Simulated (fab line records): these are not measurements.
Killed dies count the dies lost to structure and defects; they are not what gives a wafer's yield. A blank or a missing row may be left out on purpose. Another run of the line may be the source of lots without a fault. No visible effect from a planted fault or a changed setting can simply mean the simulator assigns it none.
Matching of chambers || flow n5 finfet || N5_GATE_CUT_ETCH_36 on rie diel-06 has 4 sister chambers
The step etches SiARC in CF4, target depth 13 nm, time 21.7 s. 20 wafers are shown with their chamber, then 10 later ones without.

WAFERS WITH THEIR CHAMBER
{"wafer": "L079.2", "chamber": 2, "showerhead plenum p Torr (Torr)": 2.20, "throttle valve pct (%)": 15.19, "oes product au (a.u.)": 0.81}
{"wafer": "L079.3", "chamber": 1, "showerhead plenum p Torr (Torr)": 2.18, "throttle valve pct (%)": 15.59, "oes product au (a.u.)": 0.60}
{"wafer": "L079.4", "chamber": 0, "showerhead plenum p Torr (Torr)": 2.15, "throttle valve pct (%)": 15.32, "oes product au (a.u.)": 0.69}
{"wafer": "L080.2", "chamber": 0, "showerhead plenum p Torr (Torr)": 2.15, "throttle valve pct (%)": 15.34, "oes product au (a.u.)": 0.70}
{"wafer": "L080.3", "chamber": 2, "showerhead plenum p Torr (Torr)": 2.20, "throttle valve pct (%)": 15.19, "oes product au (a.u.)": 0.80}
{"wafer": "L080.5", "chamber": 3, "showerhead plenum p Torr (Torr)": 2.10, "throttle valve pct (%)": 15.49, "oes product au (a.u.)": 0.78}
{"wafer": "L084.2", "chamber": 2, "showerhead plenum p Torr (Torr)": 2.20, "throttle valve pct (%)": 15.20, "oes product au (a.u.)": 0.79}
{"wafer": "L084.4", "chamber": 1, "showerhead plenum p Torr (Torr)": 2.18, "throttle valve pct (%)": 15.60, "oes product au (a.u.)": 0.59}
{"wafer": "L084.5", "chamber": 2, "showerhead plenum p Torr (Torr)": 2.20, "throttle valve pct (%)": 15.20, "oes product au (a.u.)": 0.79}
{"wafer": "L086.3", "chamber": 3, "showerhead plenum p Torr (Torr)": 2.10, "throttle valve pct (%)": 15.50, "oes product au (a.u.)": 0.78}
{"wafer": "L086.4", "chamber": 2, "showerhead plenum p Torr (Torr)": 2.20, "throttle valve pct (%)": 15.20, "oes product au (a.u.)": 0.79}
{"wafer": "L086.5", "chamber": 0, "showerhead plenum p Torr (Torr)": 2.15, "throttle valve pct (%)": 15.32, "oes product au (a.u.)": 0.70}
{"wafer": "L087.2", "chamber": 1, "showerhead plenum p Torr (Torr)": 2.18, "throttle valve pct (%)": 15.61, "oes product au (a.u.)": 0.59}
{"wafer": "L087.3", "chamber": 2, "showerhead plenum p Torr (Torr)": 2.20, "throttle valve pct (%)": 15.20, "oes product au (a.u.)": 0.78}
{"wafer": "L087.5", "chamber": 2, "showerhead plenum p Torr (Torr)": 2.20, "throttle valve pct (%)": 15.19, "oes product au (a.u.)": 0.78}
{"wafer": "L090.2", "chamber": 0, "showerhead plenum p Torr (Torr)": 2.15, "throttle valve pct (%)": 15.35, "oes product au (a.u.)": 0.69}
{"wafer": "L090.4", "chamber": 1, "showerhead plenum p Torr (Torr)": 2.17, "throttle valve pct (%)": 15.62, "oes product au (a.u.)": 0.59}
{"wafer": "L090.5", "chamber": 2, "showerhead plenum p Torr (Torr)": 2.20, "throttle valve pct (%)": 15.20, "oes product au (a.u.)": 0.78}
{"wafer": "L091.1", "chamber": 0, "showerhead plenum p Torr (Torr)": 2.15, "throttle valve pct (%)": 15.36, "oes product au (a.u.)": 0.69}
{"wafer": "L091.2", "chamber": 2, "showerhead plenum p Torr (Torr)": 2.20, "throttle valve pct (%)": 15.21, "oes product au (a.u.)": 0.77}

SIGNATURES, as means of the wafers listed above
{"reading": "showerhead plenum p Torr", "chamber 0": 2.1500, "chamber 1": 2.1775, "chamber 2": 2.2000, "chamber 3": 2.1000, "scatter within a chamber": 0.00217}
{"reading": "throttle valve pct", "chamber 0": 15.3380, "chamber 1": 15.6050, "chamber 2": 15.1978, "chamber 3": 15.4950, "scatter within a chamber": 0.0117}
{"reading": "oes product au", "chamber 0": 0.6940, "chamber 1": 0.5925, "chamber 2": 0.7878, "chamber 3": 0.7800, "scatter within a chamber": 0.00919}
Rule: for each reading, subtract the chamber's mean from the wafer's reading, divide by that reading's scatter and square the result; add these up over the readings and take the root, which gives the wafer's distance from the chamber. The wafer belongs to the nearest chamber; if the next one is less than 2 further off, it can't be placed. The scatter: take each reading less its chamber's mean, square it, sum over the shown wafers, divide by the number of wafers less the number of chambers, and take the root.

WAFERS WITH NO CHAMBER GIVEN
{"wafer": "L091.4", "showerhead plenum p Torr (Torr)": 2.10, "throttle valve pct (%)": 15.50, "oes product au (a.u.)": 0.77}
{"wafer": "L093.1", "showerhead plenum p Torr (Torr)": 2.15, "throttle valve pct (%)": 15.34, "oes product au (a.u.)": 0.68}
{"wafer": "L093.5", "showerhead plenum p Torr (Torr)": 2.17, "throttle valve pct (%)": 15.62, "oes product au (a.u.)": 0.58}
{"wafer": "L093.6", "showerhead plenum p Torr (Torr)": 2.20, "throttle valve pct (%)": 15.23, "oes product au (a.u.)": 0.77}
{"wafer": "L095.2", "showerhead plenum p Torr (Torr)": 2.15, "throttle valve pct (%)": 15.38, "oes product au (a.u.)": 0.67}
{"wafer": "L095.3", "showerhead plenum p Torr (Torr)": 2.20, "throttle valve pct (%)": 15.23, "oes product au (a.u.)": 0.76}
{"wafer": "L095.5", "showerhead plenum p Torr (Torr)": 2.10, "throttle valve pct (%)": 15.52, "oes product au (a.u.)": 0.74}
{"wafer": "L097.1", "showerhead plenum p Torr (Torr)": 2.19, "throttle valve pct (%)": 15.23, "oes product au (a.u.)": 0.75}
{"wafer": "L097.2", "showerhead plenum p Torr (Torr)": 2.17, "throttle valve pct (%)": 15.62, "oes product au (a.u.)": 0.57}
{"wafer": "L097.4", "showerhead plenum p Torr (Torr)": 2.10, "throttle valve pct (%)": 15.54, "oes product au (a.u.)": 0.74}

EACH ONE'S CHAMBER
{"wafer": "L091.4", "from the rows above": 3, "in truth": 3}
{"wafer": "L093.1", "from the rows above": 0, "in truth": 0}
{"wafer": "L093.5", "from the rows above": 1, "in truth": 1}
{"wafer": "L093.6", "from the rows above": 2, "in truth": 2}
{"wafer": "L095.2", "from the rows above": 0, "in truth": 0}
{"wafer": "L095.3", "from the rows above": 2, "in truth": 2}
{"wafer": "L095.5", "from the rows above": 3, "in truth": 3}
{"wafer": "L097.1", "from the rows above": 2, "in truth": 2}
{"wafer": "L097.2", "from the rows above": 1, "in truth": 1}
{"wafer": "L097.4", "from the rows above": 3, "in truth": 3}
Placed correctly: 10 of 10. Not placeable from these rows: 0. 0 placed wrongly.
